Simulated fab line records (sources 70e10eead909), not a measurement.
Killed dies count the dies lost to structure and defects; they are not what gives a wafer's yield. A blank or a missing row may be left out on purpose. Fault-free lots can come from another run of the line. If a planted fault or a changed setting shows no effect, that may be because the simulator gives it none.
Which tool did it?	flow nand-harc	Sampling: 12 lots, 36 wafers, 6 of 1159 route steps

== WHAT EACH GAUGE READ, for each wafer ==
NHARC_A_CONTACT_CD_MEAS_53.
lot	measured	on	cd-nm (nm)
L075	day 16 11:34	cd-sem-01	189.2 189.2 189.4
L077	day 17 02:05	cd-sem-02	186.9 187.2 187.3
L080	day 17 14:09	cd-sem-01	189.3 188.8 188.4
L083	day 18 01:23	cd-sem-01	190.4 189.9 190.4
L081	day 18 20:46	cd-sem-03	190.6 190.1 189.8
L084	day 19 04:05	cd-sem-02	188.5 189.4 189.2
L086	day 19 12:40	cd-sem-02	188.7 189.7 189.2
L088	day 20 04:09	cd-sem-02	190.0 191.4 190.5
L091	day 20 11:35	cd-sem-02	189.2 189.3 189.6
L092	day 20 20:02	cd-sem-02	187.5 189.4 189.2
L095	day 21 00:30	cd-sem-02	188.8 189.0 189.6
L096	day 22 01:23	cd-sem-03	189.1 189.8 189.4

== WHAT TOOL EACH LOT RAN ON (gives the tool, then ch and the chambers of the sampled wafers, and finally the start) ==
lot	NHARC_A_WL_FILL_STRIP_29	NHARC_A_CONTACT_ETCH_112	NHARC_A_CONTACT_ETCH_114	NHARC_A_CONTACT_ETCH_115	NHARC_A_CONTACT_ETCH_116
L075	rie-diel-09 ch 2,3, day 15 14:06	har-cap-etch-02 ch 0,1, day 16 09:45	har-cap-etch-02 ch 0,1, day 16 09:56	har-cap-etch-02 ch 0,1, day 16 10:01	har-cap-etch-02 ch 0,1, day 16 10:07
L077	rie-diel-11 ch 0,1,3, day 16 03:31	har-cap-etch-03 ch 0,1, day 17 00:16	har-cap-etch-03 ch 0,1, day 17 00:26	har-cap-etch-03 ch 0,1, day 17 00:32	har-cap-etch-03 ch 0,1, day 17 00:38
L080	rie-diel-09 ch 0,1,2, day 16 18:52	har-cap-etch-03 ch 0,1, day 17 12:11	har-cap-etch-03 ch 0,1, day 17 12:22	har-cap-etch-03 ch 0,1, day 17 12:28	har-cap-etch-03 ch 0,1, day 17 12:33
L083	rie-diel-09 ch 0,1,2, day 16 23:53	har-cap-etch-02 ch 0,1, day 17 23:35	har-cap-etch-02 ch 0,1, day 17 23:46	har-cap-etch-02 ch 0,1, day 17 23:52	har-cap-etch-02 ch 0,1, day 17 23:57
L081	rie-diel-11 ch 1,2, day 18 00:31	har-cap-etch-03 ch 0,1, day 18 18:57	har-cap-etch-03 ch 0,1, day 18 19:08	har-cap-etch-03 ch 0,1, day 18 19:13	har-cap-etch-03 ch 0,1, day 18 19:19
L084	rie-diel-11 ch 0,2,3, day 18 06:20	har-cap-etch-03 ch 0,1, day 19 02:17	har-cap-etch-03 ch 0,1, day 19 02:28	har-cap-etch-03 ch 0,1, day 19 02:34	har-cap-etch-03 ch 0,1, day 19 02:39
L086	rie-diel-11 ch 0,1,3, day 18 16:33	har-cap-etch-03 ch 0,1, day 19 10:50	har-cap-etch-03 ch 0,1, day 19 11:01	har-cap-etch-03 ch 0,1, day 19 11:07	har-cap-etch-03 ch 0,1, day 19 11:12
L088	rie-diel-11 ch 0,1,2, day 19 03:53	har-cap-etch-01 ch 0,1, day 20 01:53	har-cap-etch-01 ch 0,1, day 20 02:08	har-cap-etch-01 ch 0,1, day 20 02:16	har-cap-etch-01 ch 0,1, day 20 02:22
L091	rie-diel-10 ch 0,1,3, day 19 12:08	har-cap-etch-01 ch 0,1, day 20 09:13	har-cap-etch-01 ch 0,1, day 20 09:28	har-cap-etch-01 ch 0,1, day 20 09:35	har-cap-etch-01 ch 0,1, day 20 09:42
L092	rie-diel-11 ch 0,1, day 19 23:43	har-cap-etch-03 ch 0,1, day 20 17:22	har-cap-etch-03 ch 0,1, day 20 17:33	har-cap-etch-03 ch 0,1, day 20 17:38	har-cap-etch-03 ch 0,1, day 20 17:44
L095	rie-diel-10 ch 2,3, day 20 03:08	har-cap-etch-03 ch 0,1, day 20 22:43	har-cap-etch-03 ch 0,1, day 20 22:54	har-cap-etch-03 ch 0,1, day 20 22:59	har-cap-etch-03 ch 0,1, day 20 23:05
L096	rie-diel-11 ch 1,2,3, day 21 06:00	har-cap-etch-01 ch 0,1, day 21 23:35	har-cap-etch-01 ch 0,1, day 21 23:46	har-cap-etch-01 ch 0,1, day 21 23:51	har-cap-etch-01 ch 0,1, day 21 23:56
- NHARC_A_WL_FILL_STRIP_29: strips in O2, time 20 s.
- NHARC_A_CONTACT_ETCH_112: etches the open film in C4F8/O2/Ar, time 94 s, target depth 922 nm.
- NHARC_A_CONTACT_ETCH_114: etches the open film in C4F8/O2/Ar, time 94 s, target depth 922 nm.
- NHARC_A_CONTACT_ETCH_115: etches the open film in C4F8/O2/Ar, time 94 s, target depth 922 nm.
- NHARC_A_CONTACT_ETCH_116: etches the open film in C4F8/O2/Ar, time 94 s, target depth 922 nm.

== THE ANSWER, worked out from the rows above alone ==
Rule: the lots themselves supply what counts as usual. Put in order of their means at a reading, lots are off if they are a third of the lots or fewer, leave a main group of 4 or more, and stand apart from it by a gap of 3 or more times the standard deviation of the main group's means; of several such gaps the widest counts. Not used: any main group whose means are identical at the precision the tables above print for the reading. A lot without any number at a reading at which 4 lots or more have one is off too. The other lots that the step has rows for count as sound.
None of the lots is off at any reading shown; this tells nothing.

== WHAT THE SIMULATOR PUT IN ==
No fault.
